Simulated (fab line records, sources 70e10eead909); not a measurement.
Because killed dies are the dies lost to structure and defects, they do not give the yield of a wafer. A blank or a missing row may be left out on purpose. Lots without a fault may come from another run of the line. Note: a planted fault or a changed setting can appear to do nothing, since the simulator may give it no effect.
Which tool did it? || flow nand_harc || 6 lots, 18 wafers sampled, at 1 step of a route of 1302

## WHAT THE GAUGES READ, wafer by wafer
NHARC_P_CONTACT_INSPECT_14.
{"lot": "L390", "measured": "day 6 22:07", "on": "defect_inspect-01", "raw_defect_count": "4 3 2"}
{"lot": "L395", "measured": "day 8 09:14", "on": "defect_inspect-01", "raw_defect_count": "0 8 8"}
{"lot": "L397", "measured": "day 9 02:03", "on": "defect_inspect-01", "raw_defect_count": "6 3 1"}
{"lot": "L399", "measured": "day 9 22:52", "on": "defect_inspect-02", "raw_defect_count": "6 4 5"}
{"lot": "L403", "measured": "day 11 21:27", "on": "defect_inspect-01", "raw_defect_count": "5 6 6"}
{"lot": "L411", "measured": "day 15 02:35", "on": "defect_inspect-02", "raw_defect_count": "4 3 3"}

## WHAT TOOL EACH LOT RAN ON (gives the tool, then ch and the chambers of the sampled wafers, and finally the start)
The record holds no process step before these readings.

## THE ANSWER, worked out from the rows above alone
Rule: the usual values come from the lots themselves. The widest of any qualifying gaps counts: lots, ordered by their means at a reading, are off when they make up no more than a third of the lots, leave a main group of 4 or more, and stand apart from it by 3 or more times the standard deviation of that group's means. If all means in a main group match to the digits the tables above print for the reading, that group is not used. Also off: a lot with no number at a reading for which 4 or more lots have one. All remaining lots with rows at the step are treated as sound.
No lot is off on any of the readings shown, so nothing can be concluded from this.

## WHAT WAS PUT IN BY THE SIMULATOR
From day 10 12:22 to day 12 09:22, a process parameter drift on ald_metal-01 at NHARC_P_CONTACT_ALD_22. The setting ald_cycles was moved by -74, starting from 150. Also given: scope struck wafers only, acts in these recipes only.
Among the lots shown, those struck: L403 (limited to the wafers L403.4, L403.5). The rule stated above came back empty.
